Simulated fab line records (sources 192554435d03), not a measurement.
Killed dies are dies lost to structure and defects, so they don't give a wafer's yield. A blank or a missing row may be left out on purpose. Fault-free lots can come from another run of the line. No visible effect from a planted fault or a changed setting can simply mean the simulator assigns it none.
Comparing a struck lot with a sound one | flow n5-finfet | 16 out of 1938 route steps
Sound: the wafers L618.2, L618.5, L618.6. Struck: wafer L621.6. (L621.2 of the same lot was not struck and is left out.) The cause comes at the end.
Per side, at each step with rows, come the tool, then ch with its chambers, and then its first start. Under that, the readings that differ: sound wafers | struck wafers | difference of the means | sigmas: that difference in standard deviations of wafers without a fault.
alike: a reading whose means differ by less than 2 such deviations, as well as words and numbers matching on both sides. not compared: withheld readings; readings where some wafer has no value; bounds like >300 that might hide an equal value; numbers whose values overlap and for which the record gives no deviation.
The two part at a step that has a row with sigmas, a row that says differs or no value, or rows on one side only. Non-overlapping numbers with no deviation appear without sigmas and do not part them. A reading that every wafer of one side lacks parts them only if that side has two wafers or more.

first, 4 steps without rows for these wafers: N5_PMOS_HMC_CHANNEL_EPI_SOFTBAKE_04 (time 60 s); N5_PMOS_HMC_CHANNEL_EPI_EXPOSE_06 (exposes mask PMOS HMC BLK, target cd 240 nm); N5_PMOS_HMC_CHANNEL_EPI_PEB_07 (peb time 60 s); N5_PMOS_HMC_CHANNEL_EPI_DEVELOP_08 (develop time 30 s).
N5_PMOS_HMC_CHANNEL_EPI_CD_MEAS_09 targets a cd of 237.4 nm.
  sound on cd-sem-02 ch 0, day 5 11:21; struck on cd-sem-02 ch 0, day 6 05:47
  alike: cd-nm
N5_PMOS_HMC_CHANNEL_EPI_OVL_MEAS_10:
  sound on overlay-02 ch 0, day 5 11:23; struck on overlay-01 ch 0, day 6 05:49
  alike: PMOS_HMC_BLK_OVL
N5_PMOS_HMC_CHANNEL_EPI_INSPECT_11: inspects for defects (macro).
  sound on defect-inspect-01 at day 5 11:24; struck on defect-inspect-02 at day 6 05:50
  alike: raw-defect-count
N5_PMOS_HMC_CHANNEL_EPI_DESCUM_14: chemistry O2, time 7.9 s.
  sound on rie-diel-05 ch 1,2, day 5 11:26; struck on rie-diel-05 ch 1, day 6 06:07
  alike: drypump-motor-current-A, oes-product-au, rf-vpp-V, showerhead-plenum-p-Torr, throttle-valve-pct
  not compared: rf-hours-counter-h
N5_PMOS_HMC_CHANNEL_EPI_ETCH_32: etches BARC in N2/H2, stops on SiO2, target depth 85.8 nm, time 50.3 s.
  sound on rie-diel-05 ch 1,2, day 5 11:28; struck on rie-diel-05 ch 1, day 6 06:08
  reading             | sound             | struck | difference | sigmas
  n2-flow-sccm (sccm) | 199.9 199.5 199.7 | 201.2  | +1.5       | +3
  alike: bias-w, drypump-motor-current-A, oes-product-au, rf-vpp-V, showerhead-plenum-p-Torr, throttle-valve-pct
  not compared: rf-hours-counter-h
N5_PMOS_HMC_CHANNEL_EPI_HM_OPEN_15: chemistry CHF3/O2, target SiO2, target depth 40.6 nm, time 20.3 s.
  sound on rie-diel-05 ch 1,2, day 5 11:31; struck on rie-diel-05 ch 1, day 6 06:11
  alike: bias-w, drypump-motor-current-A, oes-product-au, rf-vpp-V, showerhead-plenum-p-Torr, throttle-valve-pct
  not compared: rf-hours-counter-h
N5_PMOS_HMC_CHANNEL_EPI_STRIP_33: strips in N2/H2.
  sound on rie-diel-05 ch 1,2, day 5 11:34; struck on rie-diel-05 ch 1, day 6 06:14
  reading      | sound          | struck | difference | sigmas
  rf-vpp-V (V) | 54.8 56.8 54.6 | 50.7   | -4.7       | -3
  alike: drypump-motor-current-A, n2-flow-sccm, oes-product-au, showerhead-plenum-p-Torr, throttle-valve-pct
  not compared: rf-hours-counter-h
then, 1 step without rows for these wafers: N5_PMOS_HMC_CHANNEL_EPI_STRIP_17 (strips in SPM, time 750 s).
N5_PMOS_HMC_CHANNEL_EPI_ETCH_38: etches SiO2 in CF4, target depth 1.5 nm.
  sound on rie-si-01 ch 0,3, day 5 11:52; struck on rie-si-05 ch 2, day 6 06:32
  reading                  | sound             | struck | difference | sigmas
  bias-w (W)               | 400.1 399.1 398.7 | 401.8  | +2.5       | +2
  oes-product-au (a.u.)    | 0.981 0.965 0.993 | 0.846  | -0.134     | -7
  model.etch.depth-nm (nm) | 1.517 1.502 1.536 | 1.132  | -0.386     |
  alike: cf4-flow-sccm, drypump-motor-current-A, throttle-valve-pct
  not compared: rf-hours-counter-h
N5_PMOS_HMC_CHANNEL_EPI_FIN_RECESS_16: chemistry HBr/Cl2, target Si, target depth 54 nm, time 18 s.
  sound on rie-si-01 ch 0,3, day 5 11:53; struck on rie-si-05 ch 2, day 6 06:34
  alike: bias-w, drypump-motor-current-A, oes-product-au, throttle-valve-pct
  not compared: rf-hours-counter-h
-- a jump in the record: the struck wafers' starts before and after are 6 days apart (it breaks off in module PMOS_HMC_CHANNEL_EPI and resumes in module BEOL_M4, where the first step shown is number 1111 of the route) --
N5_BEOL_M4_RC_MEAS_101:
  sound on prober-02 ch 0, day 11 20:04; struck on prober-01 ch 0, day 12 17:07
  alike: DIBL_N, DIBL_P, IOFF_N, IOFF_P, ION_N, ION_P, SS_N, SS_P, VT_N, VT_P
-- a jump in the record: the struck wafers' starts before and after are 5 days apart (it breaks off in module BEOL_M4 and resumes in module PASSIVATION, where the first step shown is number 1936 of the route) --
N5_PASSIVATION_PROBE_49:
  sound on prober-01 at day 16 04:46; struck on prober-02 at day 17 10:25
  reading         | sound   | struck | difference | sigmas
  killed_at_M4_up | 10 13 6 | 21     | +11        | +2
  alike: defect-limited-yield, killed_at_M0_to_M3, killed-at-contacts, killed-at-front-end, killed-at-other, killed-dies, killed-open, killed-short, sort_bin_5_function, sort_bin_6_memory, sort-n-pass, sort-yield-pct

== WHERE THEY PART ==
Earliest at N5_PMOS_HMC_CHANNEL_EPI_ETCH_32; latest, in this record, at N5_PASSIVATION_PROBE_49.

WHY: what the simulator had put in
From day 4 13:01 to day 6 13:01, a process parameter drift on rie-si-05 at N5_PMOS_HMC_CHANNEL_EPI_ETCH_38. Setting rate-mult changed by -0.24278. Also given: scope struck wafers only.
